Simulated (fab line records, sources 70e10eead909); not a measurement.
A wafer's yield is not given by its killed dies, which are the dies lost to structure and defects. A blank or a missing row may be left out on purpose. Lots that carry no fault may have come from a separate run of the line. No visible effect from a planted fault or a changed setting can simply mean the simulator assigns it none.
Which tool is to blame? :: flow nand harc :: Sampling: 24 lots, 72 wafers, 5 of 1159 route steps

WHAT EACH GAUGE READ, for each wafer
NHARC_A_CONTACT_CD_MEAS_15. Usual: cd nm at 90.1 nm, with a standard deviation of 0.75.
lot: L074
measured: day 16 17:37
on: cd sem-01
cd nm (nm): 89.7 89.6 90.3
flag: 

lot: L075
measured: day 17 14:46
on: cd sem-03
cd nm (nm): 89.4 90.6 90.2
flag: 

lot: L077
measured: day 17 15:02
on: cd sem-01
cd nm (nm): 90.9 91.6 91.0
flag: 

lot: L076
measured: day 17 18:54
on: cd sem-01
cd nm (nm): 88.6 89.6 90.5
flag: 

lot: L079
measured: day 17 20:13
on: cd sem-01
cd nm (nm): 90.8 90.4 90.6
flag: 

lot: L078
measured: day 18 00:38
on: cd sem-02
cd nm (nm): 90.1 90.8 90.0
flag: 

lot: L080
measured: day 18 04:38
on: cd sem-02
cd nm (nm): 89.3 89.8 88.9
flag: 

lot: L082
measured: day 19 05:50
on: cd sem-01
cd nm (nm): 90.8 90.4 90.7
flag: 

lot: L081
measured: day 19 06:04
on: cd sem-02
cd nm (nm): 90.4 90.4 89.9
flag: 

lot: L083
measured: day 19 14:58
on: cd sem-02
cd nm (nm): 90.1 88.7 90.1
flag: 

lot: L084
measured: day 19 15:51
on: cd sem-01
cd nm (nm): 88.9 89.8 90.7
flag: 

lot: L085
measured: day 19 20:59
on: cd sem-02
cd nm (nm): 90.5 90.5 90.3
flag: 

lot: L087
measured: day 20 12:40
on: cd sem-03
cd nm (nm): 90.1 91.3 90.5
flag: 

lot: L086
measured: day 20 13:53
on: cd sem-02
cd nm (nm): 91.1 90.8 91.1
flag: 

lot: L089
measured: day 20 19:04
on: cd sem-02
cd nm (nm): 89.9 90.8 90.4
flag: 

lot: L088
measured: day 20 19:56
on: cd sem-03
cd nm (nm): 90.4 90.0 90.1
flag: 

lot: L091
measured: day 21 22:10
on: cd sem-03
cd nm (nm): 89.8 89.6 89.1
flag: 

lot: L090
measured: day 21 22:55
on: cd sem-03
cd nm (nm): 89.4 89.2 89.9
flag: 

lot: L092
measured: day 22 04:43
on: cd sem-02
cd nm (nm): 91.1 90.5 91.0
flag: 

lot: L094
measured: day 22 13:26
on: cd sem-02
cd nm (nm): 88.3 88.5 88.8
flag: 

lot: L095
measured: day 22 16:38
on: cd sem-02
cd nm (nm): 89.2 89.4 89.5
flag: 

lot: L096
measured: day 22 18:13
on: cd sem-02
cd nm (nm): 90.2 89.7 90.8
flag: 

lot: L093
measured: day 23 00:53
on: cd sem-01
cd nm (nm): 88.4 89.6 89.4
flag: 

lot: L097
measured: day 23 01:08
on: cd sem-02
cd nm (nm): 90.5 88.4 89.1
flag: 

NHARC_A_M1_INSPECT_27. Usual: raw defect count at 437, with a standard deviation of 110.
lot: L074
measured: day 18 01:23
on: defect inspect-02
raw defect count: 396 397 372
flag: 

lot: L075
measured: day 18 05:11
on: defect inspect-01
raw defect count: 516 388 492
flag: 

lot: L077
measured: day 18 05:34
on: defect inspect-02
raw defect count: 377 403 482
flag: 

lot: L076
measured: day 18 08:41
on: defect inspect-02
raw defect count: 440 453 369
flag: 

lot: L079
measured: day 18 10:35
on: defect inspect-01
raw defect count: 458 532 382
flag: 

lot: L078
measured: day 18 16:50
on: defect inspect-01
raw defect count: 297 222 246
flag: 

lot: L080
measured: day 19 03:59
on: defect inspect-02
raw defect count: 321 357 402
flag: 

lot: L082
measured: day 19 23:37
on: defect inspect-02
raw defect count: 408 324 352
flag: 

lot: L081
measured: day 19 23:48
on: defect inspect-02
raw defect count: 411 498 332
flag: 

lot: L083
measured: day 20 09:41
on: defect inspect-01
raw defect count: 475 609 482
flag: 

lot: L084
measured: day 20 13:23
on: defect inspect-01
raw defect count: 892 571 542
flag: 

lot: L085
measured: day 20 16:33
on: defect inspect-02
raw defect count: 390 392 557
flag: 

lot: L087
measured: day 21 04:47
on: defect inspect-01
raw defect count: 311 446 339
flag: 

lot: L086
measured: day 21 09:46
on: defect inspect-01
raw defect count: 571 510 429
flag: 

lot: L089
measured: day 22 05:23
on: defect inspect-02
raw defect count: 331 391 428
flag: 

lot: L088
measured: day 22 05:41
on: defect inspect-02
raw defect count: 616 628 396
flag: 

lot: L091
measured: day 22 19:17
on: defect inspect-02
raw defect count: 359 324 407
flag: 

lot: L090
measured: day 22 19:50
on: defect inspect-01
raw defect count: 354 537 433
flag: 

lot: L092
measured: day 23 01:10
on: defect inspect-02
raw defect count: 261 273 365
flag: 

lot: L094
measured: day 23 05:14
on: defect inspect-01
raw defect count: 612 405 415
flag: 

lot: L095
measured: day 23 08:21
on: defect inspect-02
raw defect count: 374 439 609
flag: 

lot: L096
measured: day 23 08:58
on: defect inspect-01
raw defect count: 373 527 503
flag: 

lot: L093
measured: day 23 17:41
on: defect inspect-02
raw defect count: 340 318 371
flag: 

lot: L097
measured: day 23 18:33
on: defect inspect-01
raw defect count: 474 478 433
flag: 

TOOL THAT RAN EACH LOT (tool first, then ch and the chambers of the sampled wafers, then the start)
lot: L074
NHARC_A_BLC_DESCUM_15: rie diel-01 ch 0,1,3, day 17 08:32
NHARC_A_BLC_CVD_24: cvd w-02 ch 0,1, day 17 17:54 or earlier
NHARC_A_M0_DEGAS_28: pvd sputter-03, day 17 17:54

lot: L075
NHARC_A_BLC_DESCUM_15: rie diel-09 ch 1,2,3, day 17 17:57
NHARC_A_BLC_CVD_24: cvd w-02 ch 0,1, day 17 23:00 or earlier
NHARC_A_M0_DEGAS_28: pvd sputter-03, day 17 23:00

lot: L077
NHARC_A_BLC_DESCUM_15: rie diel-03 ch 0,2,3, day 17 18:43
NHARC_A_BLC_CVD_24: cvd w-02 ch 0, day 17 23:35 or earlier
NHARC_A_M0_DEGAS_28: pvd sputter-03, day 17 23:35

lot: L076
NHARC_A_BLC_DESCUM_15: rie diel-03 ch 0,1,2, day 17 22:06
NHARC_A_BLC_CVD_24: cvd w-02 ch 0, day 18 02:56 or earlier
NHARC_A_M0_DEGAS_28: pvd sputter-02, day 18 02:56

lot: L079
NHARC_A_BLC_DESCUM_15: rie diel-03 ch 1,2,3, day 17 23:41
NHARC_A_BLC_CVD_24: cvd w-01 ch 0,1, day 18 04:49 or earlier
NHARC_A_M0_DEGAS_28: pvd sputter-01, day 18 04:49

lot: L078
NHARC_A_BLC_DESCUM_15: rie diel-03 ch 0,3, day 18 03:59
NHARC_A_BLC_CVD_24: cvd w-01 ch 0,1, day 18 11:05 or earlier
NHARC_A_M0_DEGAS_28: pvd sputter-02, day 18 11:05

lot: L080
NHARC_A_BLC_DESCUM_15: rie diel-03 ch 0,1, day 18 09:37
NHARC_A_BLC_CVD_24: cvd w-02 ch 0,1, day 18 22:17 or earlier
NHARC_A_M0_DEGAS_28: pvd sputter-01, day 18 22:17

lot: L082
NHARC_A_BLC_DESCUM_15: rie diel-09 ch 0,2,3, day 19 08:59
NHARC_A_BLC_CVD_24: cvd w-02 ch 0,1, day 19 17:30 or earlier
NHARC_A_M0_DEGAS_28: pvd sputter-01, day 19 17:30

lot: L081
NHARC_A_BLC_DESCUM_15: rie diel-03 ch 0,1, day 19 09:11
NHARC_A_BLC_CVD_24: cvd w-02 ch 0,1, day 19 17:59 or earlier
NHARC_A_M0_DEGAS_28: pvd sputter-03, day 19 17:59

lot: L083
NHARC_A_BLC_DESCUM_15: rie diel-09 ch 0,2,3, day 19 20:43
NHARC_A_BLC_CVD_24: cvd w-02 ch 0,1, day 20 03:42 or earlier
NHARC_A_M0_DEGAS_28: pvd sputter-01, day 20 03:42

lot: L084
NHARC_A_BLC_DESCUM_15: rie diel-03 ch 0,3, day 20 01:10
NHARC_A_BLC_CVD_24: cvd w-01 ch 0,1, day 20 07:40 or earlier
NHARC_A_M0_DEGAS_28: pvd sputter-01, day 20 07:40

lot: L085
NHARC_A_BLC_DESCUM_15: rie diel-09 ch 0,1,2, day 20 01:55
NHARC_A_BLC_CVD_24: cvd w-01 ch 0,1, day 20 10:36 or earlier
NHARC_A_M0_DEGAS_28: pvd sputter-01, day 20 10:36

lot: L087
NHARC_A_BLC_DESCUM_15: rie diel-09 ch 0,2,3, day 20 15:50
NHARC_A_BLC_CVD_24: cvd w-02 ch 0,1, day 20 23:02 or earlier
NHARC_A_M0_DEGAS_28: pvd sputter-03, day 20 23:02

lot: L086
NHARC_A_BLC_DESCUM_15: rie diel-03 ch 2,3, day 20 17:04
NHARC_A_BLC_CVD_24: cvd w-02 ch 0,1, day 21 03:59 or earlier
NHARC_A_M0_DEGAS_28: pvd sputter-03, day 21 03:59

lot: L089
NHARC_A_BLC_DESCUM_15: rie diel-09 ch 1,2,3, day 21 03:19
NHARC_A_BLC_CVD_24: cvd w-02 ch 0,1, day 21 23:32 or earlier
NHARC_A_M0_DEGAS_28: pvd sputter-01, day 21 23:32

lot: L088
NHARC_A_BLC_DESCUM_15: rie diel-01 ch 2,3, day 21 04:06
NHARC_A_BLC_CVD_24: cvd w-02 ch 0,1, day 21 23:53 or earlier
NHARC_A_M0_DEGAS_28: pvd sputter-03, day 21 23:53

lot: L091
NHARC_A_BLC_DESCUM_15: rie diel-03 ch 0,1,3, day 22 03:48
NHARC_A_BLC_CVD_24: cvd w-02 ch 0,1, day 22 13:22 or earlier
NHARC_A_M0_DEGAS_28: pvd sputter-03, day 22 13:22

lot: L090
NHARC_A_BLC_DESCUM_15: rie diel-09 ch 1,2,3, day 22 04:33
NHARC_A_BLC_CVD_24: cvd w-02 ch 0,1, day 22 14:01 or earlier
NHARC_A_M0_DEGAS_28: pvd sputter-02, day 22 14:01

lot: L092
NHARC_A_BLC_DESCUM_15: rie diel-03 ch 0,2, day 22 12:25
NHARC_A_BLC_CVD_24: cvd w-01 ch 0,1, day 22 19:01 or earlier
NHARC_A_M0_DEGAS_28: pvd sputter-02, day 22 19:01

lot: L094
NHARC_A_BLC_DESCUM_15: rie diel-03 ch 2,3, day 22 18:06
NHARC_A_BLC_CVD_24: cvd w-02 ch 0,1, day 22 23:12 or earlier
NHARC_A_M0_DEGAS_28: pvd sputter-01, day 22 23:12

lot: L095
NHARC_A_BLC_DESCUM_15: rie diel-09 ch 0,1,2, day 22 19:56
NHARC_A_BLC_CVD_24: cvd w-02 ch 0,1, day 23 01:28 or earlier
NHARC_A_M0_DEGAS_28: pvd sputter-01, day 23 01:28

lot: L096
NHARC_A_BLC_DESCUM_15: rie diel-09 ch 0,1,3, day 22 21:34
NHARC_A_BLC_CVD_24: cvd w-02 ch 0,1, day 23 02:33 or earlier
NHARC_A_M0_DEGAS_28: pvd sputter-02, day 23 02:33

lot: L093
NHARC_A_BLC_DESCUM_15: rie diel-03 ch 0,1,3, day 23 04:12
NHARC_A_BLC_CVD_24: cvd w-02 ch 0,1, day 23 12:05 or earlier
NHARC_A_M0_DEGAS_28: pvd sputter-01, day 23 12:05

lot: L097
NHARC_A_BLC_DESCUM_15: rie diel-09 ch 1,2,3, day 23 04:57
NHARC_A_BLC_CVD_24: cvd w-02 ch 0,1, day 23 12:49 or earlier
NHARC_A_M0_DEGAS_28: pvd sputter-02, day 23 12:49
- NHARC_A_BLC_DESCUM_15: chemistry O2, time 3 s.
- NHARC_A_BLC_CVD_24: deposits W, target thk 150 nm, time 434 s.
- NHARC_A_M0_DEGAS_28: time 60 s.

AS READ BY THE TOOLS THEMSELVES (means over the sampled wafers that have a number; for cases with no such wafer, the mark the record gives instead)
NHARC_A_BLC_DESCUM_15. Usual: drypump motor current A 5.7 A, standard deviation 0.45; mfc ar sccm 0.016 sccm, standard deviation 0.013; oes product au 1.004 a.u., standard deviation 0.013; rf vpp V 57.5 V, standard deviation 0.9; showerhead plenum p Torr 1.84 Torr, standard deviation 0.057; throttle valve pct 11.312 %, standard deviation 0.0089.
lot: L074
tool: rie diel-01
drypump motor current A (A): 5.5
mfc ar sccm (sccm): 0.015
oes product au (a.u.): 1.010
rf vpp V (V): 57.0
showerhead plenum p Torr (Torr): 1.85
throttle valve pct (%): 11.317
flag: 

lot: L075
tool: rie diel-09
drypump motor current A (A): 5.6
mfc ar sccm (sccm): 0.021
oes product au (a.u.): 1.006
rf vpp V (V): 57.6
showerhead plenum p Torr (Torr): 1.82
throttle valve pct (%): 11.310
flag: 

lot: L077
tool: rie diel-03
drypump motor current A (A): 5.8
mfc ar sccm (sccm): 0.012
oes product au (a.u.): 1.007
rf vpp V (V): 57.5
showerhead plenum p Torr (Torr): 1.88
throttle valve pct (%): 11.321
flag: 

lot: L076
tool: rie diel-03
drypump motor current A (A): 5.8
mfc ar sccm (sccm): 0.018
oes product au (a.u.): 1.010
rf vpp V (V): 57.7
showerhead plenum p Torr (Torr): 1.88
throttle valve pct (%): 11.309
flag: 

lot: L079
tool: rie diel-03
drypump motor current A (A): 5.8
mfc ar sccm (sccm): 0.012
oes product au (a.u.): 0.992
rf vpp V (V): 57.7
showerhead plenum p Torr (Torr): 1.83
throttle valve pct (%): 11.313
flag: 

lot: L078
tool: rie diel-03
drypump motor current A (A): 6.0
mfc ar sccm (sccm): 0.008
oes product au (a.u.): 1.010
rf vpp V (V): 56.9
showerhead plenum p Torr (Torr): 1.83
throttle valve pct (%): 11.311
flag: 

lot: L080
tool: rie diel-03
drypump motor current A (A): 5.9
mfc ar sccm (sccm): 0.019
oes product au (a.u.): 1.015
rf vpp V (V): 58.0
showerhead plenum p Torr (Torr): 1.88
throttle valve pct (%): 11.305
flag: 

lot: L082
tool: rie diel-09
drypump motor current A (A): 5.8
mfc ar sccm (sccm): 0.008
oes product au (a.u.): 1.013
rf vpp V (V): 57.4
showerhead plenum p Torr (Torr): 1.82
throttle valve pct (%): 11.315
flag: 

lot: L081
tool: rie diel-03
drypump motor current A (A): 5.9
mfc ar sccm (sccm): 0.019
oes product au (a.u.): 1.016
rf vpp V (V): 58.4
showerhead plenum p Torr (Torr): 1.88
throttle valve pct (%): 11.323
flag: 

lot: L083
tool: rie diel-09
drypump motor current A (A): 5.8
mfc ar sccm (sccm): 0.008
oes product au (a.u.): 1.005
rf vpp V (V): 56.9
showerhead plenum p Torr (Torr): 1.82
throttle valve pct (%): 11.303
flag: 

lot: L084
tool: rie diel-03
drypump motor current A (A): 5.9
mfc ar sccm (sccm): 0.008
oes product au (a.u.): 1.017
rf vpp V (V): 57.3
showerhead plenum p Torr (Torr): 1.83
throttle valve pct (%): 11.324
flag: 

lot: L085
tool: rie diel-09
drypump motor current A (A): 5.3
mfc ar sccm (sccm): 0.015
oes product au (a.u.): 0.993
rf vpp V (V): 57.3
showerhead plenum p Torr (Torr): 1.84
throttle valve pct (%): 11.315
flag: 

lot: L087
tool: rie diel-09
drypump motor current A (A): 5.8
mfc ar sccm (sccm): 0.008
oes product au (a.u.): 1.008
rf vpp V (V): 57.6
showerhead plenum p Torr (Torr): 1.82
throttle valve pct (%): 11.318
flag: 

lot: L086
tool: rie diel-03
drypump motor current A (A): 5.8
mfc ar sccm (sccm): 0.007
oes product au (a.u.): 1.000
rf vpp V (V): 57.5
showerhead plenum p Torr (Torr): 1.83
throttle valve pct (%): 11.312
flag: 

lot: L089
tool: rie diel-09
drypump motor current A (A): 5.6
mfc ar sccm (sccm): 0.021
oes product au (a.u.): 0.988
rf vpp V (V): 57.4
showerhead plenum p Torr (Torr): 1.82
throttle valve pct (%): 11.313
flag: 

lot: L088
tool: rie diel-01
drypump motor current A (A): 5.1
mfc ar sccm (sccm): 0.035
oes product au (a.u.): 1.006
rf vpp V (V): 57.2
showerhead plenum p Torr (Torr): 1.83
throttle valve pct (%): 11.311
flag: 

lot: L091
tool: rie diel-03
drypump motor current A (A): 5.8
mfc ar sccm (sccm): 0.014
oes product au (a.u.): 1.010
rf vpp V (V): 57.1
showerhead plenum p Torr (Torr): 1.82
throttle valve pct (%): 11.318
flag: 

lot: L090
tool: rie diel-09
drypump motor current A (A): 5.5
mfc ar sccm (sccm): 0.021
oes product au (a.u.): 0.991
rf vpp V (V): 58.0
showerhead plenum p Torr (Torr): 1.82
throttle valve pct (%): 11.309
flag: 

lot: L092
tool: rie diel-03
drypump motor current A (A): 5.7
mfc ar sccm (sccm): 0.016
oes product au (a.u.): 1.003
rf vpp V (V): 57.1
showerhead plenum p Torr (Torr): 1.92
throttle valve pct (%): 11.310
flag: 

lot: L094
tool: rie diel-03
drypump motor current A (A): 5.7
mfc ar sccm (sccm): 0.010
oes product au (a.u.): 0.996
rf vpp V (V): 57.7
showerhead plenum p Torr (Torr): 1.87
throttle valve pct (%): 11.310
flag: 

lot: L095
tool: rie diel-09
drypump motor current A (A): 5.2
mfc ar sccm (sccm): 0.015
oes product au (a.u.): 1.004
rf vpp V (V): 57.6
showerhead plenum p Torr (Torr): 1.84
throttle valve pct (%): 11.313
flag: 

lot: L096
tool: rie diel-09
drypump motor current A (A): 5.8
mfc ar sccm (sccm): 0.020
oes product au (a.u.): 0.998
rf vpp V (V): 57.2
showerhead plenum p Torr (Torr): 1.83
throttle valve pct (%): 11.312
flag: 

lot: L093
tool: rie diel-03
drypump motor current A (A): 5.9
mfc ar sccm (sccm): 0.014
oes product au (a.u.): 1.012
rf vpp V (V): 56.8
showerhead plenum p Torr (Torr): 1.82
throttle valve pct (%): 11.313
flag: 

lot: L097
tool: rie diel-09
drypump motor current A (A): 5.5
mfc ar sccm (sccm): 0.021
oes product au (a.u.): 0.986
rf vpp V (V): 57.4
showerhead plenum p Torr (Torr): 1.82
throttle valve pct (%): 11.306
flag: 

NHARC_A_BLC_CVD_24. Usual: heater power w 470 W, standard deviation 22; mfc ar sccm 1560 sccm, standard deviation 4.7; throttle valve pct 7.85 %, standard deviation 0.24.
lot: L074
tool: cvd w-02
heater power w (W): 473
mfc ar sccm (sccm): 1562
throttle valve pct (%): 7.76
flag: 

lot: L075
tool: cvd w-02
heater power w (W): 459
mfc ar sccm (sccm): 1559
throttle valve pct (%): 7.64
flag: 

lot: L077
tool: cvd w-02
heater power w (W): 444
mfc ar sccm (sccm): 1554
throttle valve pct (%): 7.81
flag: 

lot: L076
tool: cvd w-02
heater power w (W): 451
mfc ar sccm (sccm): 1561
throttle valve pct (%): 7.74
flag: 

lot: L079
tool: cvd w-01
heater power w (W): 474
mfc ar sccm (sccm): 1563
throttle valve pct (%): 8.12
flag: 

lot: L078
tool: cvd w-01
heater power w (W): 466
mfc ar sccm (sccm): 1561
throttle valve pct (%): 7.97
flag: 

lot: L080
tool: cvd w-02
heater power w (W): 485
mfc ar sccm (sccm): 1559
throttle valve pct (%): 7.86
flag: 

lot: L082
tool: cvd w-02
heater power w (W): 475
mfc ar sccm (sccm): 1563
throttle valve pct (%): 7.78
flag: 

lot: L081
tool: cvd w-02
heater power w (W): 464
mfc ar sccm (sccm): 1557
throttle valve pct (%): 7.81
flag: 

lot: L083
tool: cvd w-02
heater power w (W): 460
mfc ar sccm (sccm): 1557
throttle valve pct (%): 7.80
flag: 

lot: L084
tool: cvd w-01
heater power w (W): 463
mfc ar sccm (sccm): 1550
throttle valve pct (%): 7.88
flag: 

lot: L085
tool: cvd w-01
heater power w (W): 469
mfc ar sccm (sccm): 1560
throttle valve pct (%): 8.02
flag: 

lot: L087
tool: cvd w-02
heater power w (W): 463
mfc ar sccm (sccm): 1557
throttle valve pct (%): 7.90
flag: 

lot: L086
tool: cvd w-02
heater power w (W): 458
mfc ar sccm (sccm): 1563
throttle valve pct (%): 7.86
flag: 

lot: L089
tool: cvd w-02
heater power w (W): 471
mfc ar sccm (sccm): 1565
throttle valve pct (%): 7.76
flag: 

lot: L088
tool: cvd w-02
heater power w (W): 474
mfc ar sccm (sccm): 1561
throttle valve pct (%): 7.81
flag: 

lot: L091
tool: cvd w-02
heater power w (W): 475
mfc ar sccm (sccm): 1557
throttle valve pct (%): 7.95
flag: 

lot: L090
tool: cvd w-02
heater power w (W): 471
mfc ar sccm (sccm): 1558
throttle valve pct (%): 7.78
flag: 

lot: L092
tool: cvd w-01
heater power w (W): 482
mfc ar sccm (sccm): 1560
throttle valve pct (%): 7.57
flag: 

lot: L094
tool: cvd w-02
heater power w (W): 481
mfc ar sccm (sccm): 1560
throttle valve pct (%): 7.79
flag: 

lot: L095
tool: cvd w-02
heater power w (W): 460
mfc ar sccm (sccm): 1559
throttle valve pct (%): 7.90
flag: 

lot: L096
tool: cvd w-02
heater power w (W): 468
mfc ar sccm (sccm): 1562
throttle valve pct (%): 7.77
flag: 

lot: L093
tool: cvd w-02
heater power w (W): 477
mfc ar sccm (sccm): 1561
throttle valve pct (%): 7.73
flag: 

lot: L097
tool: cvd w-02
heater power w (W): 467
mfc ar sccm (sccm): 1558
throttle valve pct (%): 7.91
flag: 

NHARC_A_M0_DEGAS_28. Usual: heater power w at 333 W, with a standard deviation of 35.
lot: L074
tool: pvd sputter-03
heater power w (W): 322
flag: 

lot: L075
tool: pvd sputter-03
heater power w (W): 324
flag: 

lot: L077
tool: pvd sputter-03
heater power w (W): 319
flag: 

lot: L076
tool: pvd sputter-02
heater power w (W): 332
flag: 

lot: L079
tool: pvd sputter-01
heater power w (W): 318
flag: 

lot: L078
tool: pvd sputter-02
heater power w (W): 350
flag: 

lot: L080
tool: pvd sputter-01
heater power w (W): 350
flag: 

lot: L082
tool: pvd sputter-01
heater power w (W): 320
flag: 

lot: L081
tool: pvd sputter-03
heater power w (W): 336
flag: 

lot: L083
tool: pvd sputter-01
heater power w (W): 332
flag: 

lot: L084
tool: pvd sputter-01
heater power w (W): 329
flag: 

lot: L085
tool: pvd sputter-01
heater power w (W): 322
flag: 

lot: L087
tool: pvd sputter-03
heater power w (W): 336
flag: 

lot: L086
tool: pvd sputter-03
heater power w (W): 339
flag: 

lot: L089
tool: pvd sputter-01
heater power w (W): 353
flag: 

lot: L088
tool: pvd sputter-03
heater power w (W): 353
flag: 

lot: L091
tool: pvd sputter-03
heater power w (W): 337
flag: 

lot: L090
tool: pvd sputter-02
heater power w (W): 316
flag: 

lot: L092
tool: pvd sputter-02
heater power w (W): 342
flag: 

lot: L094
tool: pvd sputter-01
heater power w (W): 324
flag: 

lot: L095
tool: pvd sputter-01
heater power w (W): 358
flag: 

lot: L096
tool: pvd sputter-02
heater power w (W): 347
flag: 

lot: L093
tool: pvd sputter-01
heater power w (W): 316
flag: 

lot: L097
tool: pvd sputter-02
heater power w (W): 319
flag: 

THE ANSWER, worked out from the rows above alone
Rule: a lot counts as off when the mean over its wafers that have a number is more than 3 standard deviations away from the usual mean. A lot without any number at a reading at which 4 lots or more have one is off too. The other lots that the step has rows for count as sound. The gauges are gone through in route order, then the tools' own readings, and for those a lot's mean is taken as printed above. The first step at which some lot is off is used, and at that step the reading that is off furthest; a lot without a number counts as furthest.
None of the lots is off at any reading shown; this tells nothing.

WHAT THE SIMULATOR PUT IN
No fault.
